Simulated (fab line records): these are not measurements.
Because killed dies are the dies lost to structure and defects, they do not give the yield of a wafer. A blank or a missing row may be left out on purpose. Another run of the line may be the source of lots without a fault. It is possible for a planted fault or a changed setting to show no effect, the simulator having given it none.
Chamber matching	flow n5Finfet	pecvd-03 running N5_BEOL_M9_PECVD_70: 3 sister chambers
The step deposits SiO2 from TEOS/O2, target thk 20 nm, time 22.7 s. 6 wafers are shown with their chamber, then 12 later ones without.

## WAFERS, EACH WITH ITS CHAMBER
wafer	chamber	throttleValvePct (%)	showerheadPlenumPTorr (Torr)
L083.2	1	23.5	8.70
L088.2	1	23.6	8.73
L088.5	2	21.8	8.76
L090.2	2	21.6	8.79
L090.3	0	22.1	8.86
L090.4	0	22.3	8.87

## WAFERS MISSING THEIR CHAMBER
wafer	throttleValvePct (%)	showerheadPlenumPTorr (Torr)
L087.1	22.2	8.89
L087.2	21.9	8.79
L087.6	21.5	8.79
L091.1	23.4	8.72
L091.3	21.6	8.79
L091.4	21.7	8.82
L092.2	22.0	8.89
L092.5	21.8	8.78
L092.6	22.2	8.85
L094.4	21.7	8.80
L094.5	23.5	8.71
L094.6	22.2	8.85

## EACH ONE'S CHAMBER
wafer	from the rows above	in truth
L087.1	0	0
L087.2	2	2
L087.6	2	2
L091.1	1	1
L091.3	2	2
L091.4	2	2
L092.2	0	0
L092.5	2	2
L092.6	0	0
L094.4	2	2
L094.5	1	1
L094.6	0	0
12 of 12 placed correctly. Can't be placed from these rows: 0. Wrongly placed: 0.
How it was worked out, from the rows above alone: a wafer's distance from a chamber is the root of the sum, over the readings, of the square of ((its reading less the chamber's mean) divided by the reading's scatter). If the next closest chamber is less than 2 further off than the closest, the wafer can't be placed; otherwise it belongs to the closest. A chamber's mean is the mean of its shown wafers. How the scatter is found: for the shown wafers, subtract from each reading the mean of its chamber, square and add these, divide the total by (wafers less chambers), then take the root.
